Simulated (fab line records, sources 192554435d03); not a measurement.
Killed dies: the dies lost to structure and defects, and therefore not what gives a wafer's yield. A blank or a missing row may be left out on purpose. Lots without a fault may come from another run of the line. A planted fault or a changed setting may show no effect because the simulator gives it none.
8D (eight disciplines) problem report, filled in by code || flow n5 finfet || the parts of the form that need people (team, actions taken, sign-off) are left out

## 1. WHAT WENT WRONG
Wafers free of any fault read 5.83 (standard deviation 0.094) for CJ_P at N5_BEOL_M4_RC_MEAS_101, against a mean of 4.91 on 6 wafers of 2 lots. That puts it -9.8 standard deviations away from the usual mean.
First observed at day 11 19:55: wafer L279.1, on prober-02. At this step, 33 wafers from 11 lots have a number in the record. The rule behind "out" and "out of limits": a value lying over 4 standard deviations away from the usual mean. Any other wafer with a number is counted as sound.

## 2. WHAT THIS IS AND IS NOT
{"question": "which readings at this step", "is": "CJ_P", "is not": "DIBL_N, DIBL_P, IOFF_N, IOFF_P, ION_N, ION_P, SS_N, SS_P, VT_N, VT_P"}
{"question": "which lots", "is": "L279, L280", "is not": "L267, L268, L269, L270, L271, L272, L284, L285, L287"}
{"question": "which wafers of those lots", "is": "all that have a number", "is not": "-"}
{"question": "read on which gauges", "is": "prober-02", "is not": "prober-01"}
{"question": "when", "is": "from day 11 19:55", "is not": "up to then (18 sound wafers); but 9 sound wafers of L284, L285, L287 came after"}

## 3. THE SUSPECTS, EACH WITH WHAT RULES IT OUT
Counting: a tool at any process step up to the reading remains a suspect when it ran all the lots that are out and ran no sound lot after the first of those.
- the gauge at N5_BEOL_M4_RC_MEAS_101: ruled out. All the wafers that are out were read on prober-02, but those of them that N5_WELL_APT_IMPLANT_15 has rows for are out there too, on other tools.
- implanter-02 at N5_WELL_APT_IMPLANT_15: kept. Every lot that is out went through it, starting with L279 (day 5 08:05), and after that it ran no sound lot; the last sound lot it ran before then is L271 (day 3 08:05). Its own dose ions cm2, faraday current uA readings are out on those wafers.
After counting, what remains is implanter-02 at N5_WELL_APT_IMPLANT_15.

## 4. THE CAUSE (what the simulator had put in)
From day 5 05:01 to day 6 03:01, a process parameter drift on implanter-02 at N5_WELL_APT_IMPLANT_15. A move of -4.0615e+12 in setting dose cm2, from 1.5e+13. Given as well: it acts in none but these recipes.
Only this tool survived the counting.

## 5. SEQUENCE OF EFFECTS, ordered by route
Rows list readings where the struck wafers' mean (over those with a number) sits beyond 3 standard deviations from the usual. Only readings for which the record gives a usual standard deviation are gone through. hours: the time from each lot's start at the first step in this table that gives one to its start at this step, as a median over the lots. sigmas: the change in usual standard deviations.
{"hours": 0, "step": "N5_WELL_APT_IMPLANT_15", "reading": "dose ions cm2", "usual": 1.5e+13, "on struck wafers": 1.1e+13, "change": -4.1e+12, "sigmas": "-99 or more"}
{"hours": 0, "step": "N5_WELL_APT_IMPLANT_15", "reading": "faraday current uA", "usual": 190, "on struck wafers": 138, "change": -52, "sigmas": -13}
{"hours": 157, "step": "N5_BEOL_M4_RC_MEAS_101", "reading": "CJ_P", "usual": 5.83, "on struck wafers": 4.91, "change": -0.92, "sigmas": -9.8}
Its process steps:
- N5_WELL_APT_IMPLANT_15

## 6. HOW IT WOULD HAVE BEEN CAUGHT EARLIER
159 hours passed between the start of the fault at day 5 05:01 and the first reading out of limits at a measuring or inspecting step in this record, taken at day 11 19:55.
The tool's own readings at N5_WELL_APT_IMPLANT_15 were out on every struck wafer that the step has a row for (dose ions cm2, faraday current uA): an alarm limit on them would have fired on the first of those.
Lots out: 2; all had begun N5_WELL_APT_IMPLANT_15 on implanter-02 by day 11 19:55. A hold on the tool at that time would have spared none of them.
